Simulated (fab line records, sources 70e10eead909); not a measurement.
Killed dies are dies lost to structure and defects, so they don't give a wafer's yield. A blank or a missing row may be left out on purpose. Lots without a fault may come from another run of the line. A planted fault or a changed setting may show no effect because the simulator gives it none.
Which tool did it? | flow nand_harc | 12 lots, 32 wafers sampled, at 5 steps of a route of 1302

WHAT THE GAUGES READ, wafer by wafer
NHARC_END_SORT_01.
lot  | measured     | on        | killed_at_array | killed_at_other | killed_at_periphery | killed_dies | killed_open | killed_short
L499 | day 32 15:25 | prober-01 | 55              | 0               | 2                   | 57          | 2           | 2

WHICH TOOL RAN EACH LOT (tool, then ch and the chambers of the sampled wafers, then the start)
lot  | NHARC_A_CHANNEL_HOLE_D1_ETCH_25  | NHARC_A_CHANNEL_HOLE_D1_STRIP_27              | NHARC_A_CHANNEL_FILL_D1_STRIP_28   | NHARC_A_DECK1_JOINT_ETCHBACK_07
L482 | har_etch-02 ch 0,1, day 9 06:12  | rie_diel-02 ch 1,2,3, day 10 11:05 or earlier | rie_diel-07 ch 0,1,2, day 10 11:05 | rie_si-01 ch 0,1,2, day 11 10:34
L483 | har_etch-01 ch 0,1, day 9 15:34  | rie_diel-06 ch 2,3, day 10 19:25 or earlier   | rie_diel-07 ch 0,1,2, day 10 19:25 | rie_si-02 ch 1,2, day 11 19:01
L484 | har_etch-02 ch 0,1, day 9 18:45  | rie_diel-04 ch 0,1,2, day 10 19:25 or earlier | rie_diel-10 ch 1,3, day 10 19:25   | rie_si-01 ch 0,2,3, day 11 19:02
L486 | har_etch-01 ch 0,1, day 10 14:17 | rie_diel-06 ch 1,3, day 11 17:38 or earlier   | rie_diel-09 ch 0,2,3, day 11 17:38 | rie_si-01 ch 0,1,2, day 12 17:27
L487 | har_etch-02 ch 0,1, day 11 06:14 | rie_diel-06 ch 0,3, day 12 13:50 or earlier   | rie_diel-10 ch 0,2,3, day 12 13:50 | rie_si-05 ch 1,2, day 13 13:55
L488 | har_etch-01 ch 0,1, day 11 06:41 | rie_diel-06 ch 1,3, day 12 13:49 or earlier   | rie_diel-07 ch 2,3, day 12 13:49   | rie_si-02 ch 1,2, day 13 13:53
L491 | har_etch-01 ch 0,1, day 12 18:01 | rie_diel-06 ch 0,2, day 13 20:56 or earlier   | rie_diel-07 ch 0,2, day 13 20:56   | rie_si-05 ch 1,2, day 14 20:37
L498 | har_etch-01 ch 1, day 15 13:16   | rie_diel-04 ch 3, day 16 22:53 or earlier     | rie_diel-09 ch 0, day 16 22:53     | rie_si-01 ch 3, day 17 22:56
L499 | har_etch-01 ch 0, day 16 07:38   | rie_diel-06 ch 3, day 17 11:25 or earlier     | rie_diel-10 ch 2, day 17 11:25     | rie_si-01 ch 1, day 18 14:31
L502 | har_etch-01 ch 0,1, day 17 05:10 | rie_diel-02 ch 0,1,3, day 18 09:06 or earlier | rie_diel-07 ch 0,1,2, day 18 09:06 | rie_si-05 ch 0,1,3, day 19 08:41
L501 | har_etch-02 ch 0,1, day 17 19:17 | rie_diel-04 ch 0,1,3, day 18 23:30 or earlier | rie_diel-09 ch 2,3, day 18 23:30   | rie_si-05 ch 0,2,3, day 20 00:28
L503 | har_etch-02 ch 0,1, day 18 07:46 | rie_diel-06 ch 1,2, day 19 12:55 or earlier   | rie_diel-10 ch 1,2, day 19 12:55   | rie_si-02 ch 0,3, day 20 14:10
- NHARC_A_CHANNEL_HOLE_D1_ETCH_25: etches the open film in C4F8/O2/Ar, time 1040.2 s, target depth 1500 nm.
- NHARC_A_CHANNEL_HOLE_D1_STRIP_27: strips in O2.
- NHARC_A_CHANNEL_FILL_D1_STRIP_28: strips in O2, time 20 s.
- NHARC_A_DECK1_JOINT_ETCHBACK_07: etches the open film in HBr, target depth 105 nm, time 26.9 s.

WHAT THE TOOLS THEMSELVES READ (means of the sampled wafers that have a number; where no wafer has one, the mark that the record gives instead)
NHARC_A_CHANNEL_HOLE_D1_ETCH_25.
lot  | tool        | drypump_motor_current_A (A) | o2_flow_sccm (sccm) | showerhead_plenum_p_Torr (Torr) | throttle_valve_pct (%)
L482 | har_etch-02 | 5.81                        | 31.18               | 3.42                            | 32.242
L483 | har_etch-01 | 5.92                        | 31.27               | 3.65                            | 32.230
L484 | har_etch-02 | 5.74                        | 31.19               | 3.41                            | 32.241
L486 | har_etch-01 | 5.86                        | 31.15               | 3.68                            | 32.237
L487 | har_etch-02 | 5.80                        | 31.22               | 3.41                            | 32.239
L488 | har_etch-01 | 5.87                        | 31.14               | 3.67                            | 32.240
L491 | har_etch-01 | 5.91                        | 31.18               | 3.62                            | 32.237
L498 | har_etch-01 | 5.98                        | 31.09               | 3.56                            | 32.228
L499 | har_etch-01 | 5.84                        | 31.16               | 3.67                            | 32.240
L502 | har_etch-01 | 5.87                        | 31.29               | 3.62                            | 32.241
L501 | har_etch-02 | 5.78                        | 31.24               | 3.91                            | 32.234
L503 | har_etch-02 | 5.75                        | 31.21               | 3.89                            | 32.234

NHARC_A_CHANNEL_HOLE_D1_STRIP_27.
lot  | tool        | drypump_motor_current_A (A) | o2_flow_sccm (sccm) | oes_product_au (a.u.) | rf_vpp_V (V) | showerhead_plenum_p_Torr (Torr) | throttle_valve_pct (%)
L482 | rie_diel-02 | 5.7                         | 500.6               | 0.982                 | 59.1         | 3.63                            | 17.033
L483 | rie_diel-06 | 5.9                         | 498.5               | 1.005                 | 57.8         | 3.40                            | 17.043
L484 | rie_diel-04 | 5.7                         | 500.5               | 0.997                 | 58.2         | 3.66                            | 17.034
L486 | rie_diel-06 | 6.0                         | 498.8               | 0.999                 | 58.4         | 3.50                            | 17.027
L487 | rie_diel-06 | 6.2                         | 498.0               | 0.998                 | 56.8         | 3.40                            | 17.036
L488 | rie_diel-06 | 5.8                         | 500.0               | 0.989                 | 58.5         | 3.53                            | 17.030
L491 | rie_diel-06 | 5.6                         | 499.9               | 1.002                 | 57.4         | 3.32                            | 17.036
L498 | rie_diel-04 | 5.0                         | 500.1               | 1.014                 | 56.8         | 3.47                            | 17.028
L499 | rie_diel-06 | 6.3                         | 499.9               | 0.997                 | 59.6         | 3.45                            | 17.040
L502 | rie_diel-02 | 5.6                         | 499.7               | 1.010                 | 57.9         | 3.55                            | 17.037
L501 | rie_diel-04 | 5.4                         | 499.5               | 1.000                 | 57.7         | 3.58                            | 17.036
L503 | rie_diel-06 | 5.5                         | 499.1               | 0.999                 | 57.2         | 3.47                            | 17.035

NHARC_A_CHANNEL_FILL_D1_STRIP_28.
lot  | tool        | drypump_motor_current_A (A) | o2_flow_sccm (sccm) | oes_product_au (a.u.) | rf_vpp_V (V) | showerhead_plenum_p_Torr (Torr) | throttle_valve_pct (%)
L482 | rie_diel-07 | 5.8                         | 499.9               | 1.004                 | 58.1         | 3.61                            | 17.026
L483 | rie_diel-07 | 5.8                         | 499.6               | 1.004                 | 57.5         | 3.61                            | 17.034
L484 | rie_diel-10 | 5.0                         | 500.8               | 0.994                 | 57.7         | 3.46                            | 17.034
L486 | rie_diel-09 | 6.0                         | 501.0               | 1.006                 | 57.7         | 3.56                            | 17.031
L487 | rie_diel-10 | 5.5                         | 500.6               | 1.005                 | 58.1         | 3.45                            | 17.028
L488 | rie_diel-07 | 5.7                         | 500.3               | 1.010                 | 58.0         | 3.74                            | 17.037
L491 | rie_diel-07 | 5.5                         | 499.1               | 1.002                 | 58.8         | 3.72                            | 17.040
L498 | rie_diel-09 | 5.8                         | 499.2               | 1.010                 | 56.8         | 3.66                            | 17.031
L499 | rie_diel-10 | 5.9                         | 502.1               | 1.005                 | 58.7         | 3.32                            | 17.028
L502 | rie_diel-07 | 5.8                         | 499.4               | 0.999                 | 57.9         | 3.60                            | 17.041
L501 | rie_diel-09 | 6.1                         | 499.1               | 1.005                 | 59.0         | 3.49                            | 17.027
L503 | rie_diel-10 | 5.4                         | 499.8               | 1.000                 | 58.1         | 3.49                            | 17.032

NHARC_A_DECK1_JOINT_ETCHBACK_07.
lot  | tool      | bias_w (W) | drypump_motor_current_A (A) | oes_product_au (a.u.) | rf_fwd_power_W (W) | run_length_s (s) | throttle_valve_pct (%)
L482 | rie_si-01 | 59.83      | 6.3                         | 1.000                 | 344.6              | 48.9             | 23.265
L483 | rie_si-02 | 59.90      | 6.0                         | 1.007                 | 342.3              | 48.3             | 23.259
L484 | rie_si-01 | 60.14      | 5.7                         | 1.005                 | 346.8              | 48.5             | 23.267
L486 | rie_si-01 | 60.10      | 6.3                         | 0.998                 | 344.7              | 48.7             | 23.271
L487 | rie_si-05 | 60.05      | 5.4                         | 0.996                 | 345.1              | 48.2             | 23.262
L488 | rie_si-02 | 59.78      | 6.0                         | 1.008                 | 342.8              | 48.3             | 23.260
L491 | rie_si-05 | 60.19      | 5.6                         | 0.994                 | 345.8              | 48.5             | 23.263
L498 | rie_si-01 | -          | 4.8                         | 1.009                 | -                  | 46.4             | 23.274
L499 | rie_si-01 | -          | 6.4                         | 1.009                 | -                  | 46.7             | 23.287
L502 | rie_si-05 | 60.02      | 5.6                         | 0.996                 | 343.7              | 48.3             | 23.268
L501 | rie_si-05 | 60.05      | 5.5                         | 0.989                 | 344.2              | 48.3             | 23.261
L503 | rie_si-02 | 60.09      | 6.0                         | 0.995                 | 344.9              | 47.9             | 23.266

THE ANSWER, worked out from the rows above alone
Rule: what is usual is taken from the lots themselves. Put in order of their means at a reading, lots are off if they are a third of the lots or fewer, leave a main group of 4 or more, and stand apart from it by a gap of 3 or more times the standard deviation of the main group's means; of several such gaps the widest counts. A main group whose means are all the same, to the digits that the tables above print for the reading, isn't used. A lot without any number at a reading at which 4 lots or more have one is off too. The other lots that the step has rows for count as sound. The gauges are gone through in route order, then the tools' own readings, and for those a lot's mean is taken as printed above. The first step at which some lot is off is used, and at that step the reading that is off furthest; a lot without a number counts as furthest.
Off: L498, L499, at NHARC_A_DECK1_JOINT_ETCHBACK_07 (bias_w). Without a number there: L498, L499. The main group: mean 60.02 W, standard deviation 0.13.
A tool fits if, at that step or a process step before it, it ran every lot that is off, and no sound lot after the first of them. NHARC_A_CHANNEL_HOLE_D1_STRIP_27 gives no start for some lots, so the hours and the order of its lots are those of NHARC_A_CHANNEL_FILL_D1_STRIP_28. One fits: rie_si-01 at NHARC_A_DECK1_JOINT_ETCHBACK_07. Its last sound lot is L486 (day 12 17:27), its first lot that is off L498 (day 17 22:56): a fault that began between those two fits.
The tool's own readings at NHARC_A_DECK1_JOINT_ETCHBACK_07 bear it out: on the lots that are off they differ by more than 5 times the standard deviation of the sound lots' means. run_length_s reads 46.5 s there against 48.4 s on the sound lots.
Blank at NHARC_A_DECK1_JOINT_ETCHBACK_07 on the lots that are off, where sound lots have numbers: bias_w, rf_fwd_power_W.

WHAT THE SIMULATOR HAD PUT IN
Process parameter drift: rie_si-01, from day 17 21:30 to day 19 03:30, at NHARC_A_DECK1_JOINT_ETCHBACK_07. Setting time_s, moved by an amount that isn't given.
Lots struck among those shown: L499, L498. The rule above found the same.
